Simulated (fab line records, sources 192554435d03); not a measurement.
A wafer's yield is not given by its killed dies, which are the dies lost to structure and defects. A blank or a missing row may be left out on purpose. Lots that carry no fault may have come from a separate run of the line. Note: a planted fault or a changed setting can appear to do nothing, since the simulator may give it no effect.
A lot that was struck, set against a sound lot + flow n5_finfet + 15 out of 1938 route steps
Sound: the wafers L299.2, L299.3, L299.5. Wafers L306.1, L306.3, L306.5 were the ones struck. The cause is given at the end.
For every step that has rows: the tool of each side, followed by ch and its chambers, followed by its first start. Under that, the readings that differ: sound wafers + struck wafers + difference of the means + sigmas: that difference in standard deviations of wafers without a fault.
alike: a reading whose means differ by less than 2 such deviations, as well as words and numbers matching on both sides. not compared: withheld readings; readings where some wafer has no value; bounds like >300 that might hide an equal value; numbers whose values overlap and for which the record gives no deviation.
Wherever a step has rows on one side only, a row that says differs or no value, or a row with sigmas, the two part there. Numbers that have no deviation but don't overlap get no sigmas and don't part them. A reading that every wafer of one side lacks parts them only if that side has two wafers or more.

first, 8 steps without rows for these wafers: N5_BEOL_M5_COAT_60 (time 60 s, resist thk 12 nm); N5_BEOL_M5_COAT_71 (time 60 s, resist thk 5 nm); N5_BEOL_M5_COAT_05 (resist thk 30 nm); N5_BEOL_M5_EBR_07; N5_BEOL_M5_SOFTBAKE_06 (time 60 s); N5_BEOL_M5_EXPOSE_08 (exposes mask M5, target cd 28 nm); N5_BEOL_M5_PEB_09 (peb time 60 s); N5_BEOL_M5_DEVELOP_10 (develop time 30 s).
N5_BEOL_M5_CD_MEAS_11: target cd 27.74 nm.
  sound on cd_sem-01 ch 0, day 8 03:29; struck on cd_sem-01 ch 0, day 10 07:08
  alike: cd_nm
N5_BEOL_M5_OVL_MEAS_12:
  sound on overlay-02 ch 0, day 8 03:31; struck on overlay-01 ch 0, day 10 07:10
  alike: M5_OVL
N5_BEOL_M5_INSPECT_13: inspects for defects (brightfield).
  sound on defect_inspect-02 at day 8 03:34; struck on defect_inspect-02 at day 10 07:14
  alike: raw_defect_count
N5_BEOL_M5_DESCUM_16: chemistry O2, time 7 s.
  sound on rie_diel-01 ch 2,3, day 8 03:36; struck on rie_diel-01 ch 1,2, day 10 07:29
  alike: bias_power_w, drypump_motor_current_A, oes_product_au, rf_vpp_V, showerhead_plenum_p_Torr, throttle_valve_pct
  not compared: rf_hours_counter_h
N5_BEOL_M5_ETCH_72: etches underlayer in N2/H2, target depth 6.5 nm, time 5.2 s.
  sound on rie_diel-01 ch 2,3, day 8 03:38; struck on rie_diel-01 ch 1,2, day 10 07:32
| reading               | sound          | struck         | difference | sigmas |
|-----------------------|----------------|----------------|------------|--------|
| etch_rf_on_time_s (s) | 5.30 5.38 5.41 | 3.29 3.34 3.36 | -2.03      | -16    |
| oes_product_au (a.u.) | 0.73 0.62 0.60 | 0.79 0.80 0.79 | +0.14      | +3     |
  alike: drypump_motor_current_A, rf_vpp_V, showerhead_plenum_p_Torr, throttle_valve_pct
  not compared: rf_hours_counter_h
N5_BEOL_M5_ETCH_61: etches SiARC in CF4, target depth 15.6 nm, time 26 s.
  sound on rie_diel-01 ch 2,3, day 8 03:39; struck on rie_diel-01 ch 1,2, day 10 07:33
  alike: drypump_motor_current_A, etch_rf_on_time_s, oes_product_au, rf_vpp_V, showerhead_plenum_p_Torr, throttle_valve_pct
  not compared: rf_hours_counter_h
after that, 1 step had no rows for these wafers: N5_PASSIVATION_PROBE_49.

## WHERE THEY PART
N5_BEOL_M5_ETCH_72 only, going by this record. Later steps at which nothing parts them and some readings are alike: N5_BEOL_M5_ETCH_61.

WHY: what had been put in by the simulator
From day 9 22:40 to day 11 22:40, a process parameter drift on rie_diel-01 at N5_BEOL_M5_ETCH_72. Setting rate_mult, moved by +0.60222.
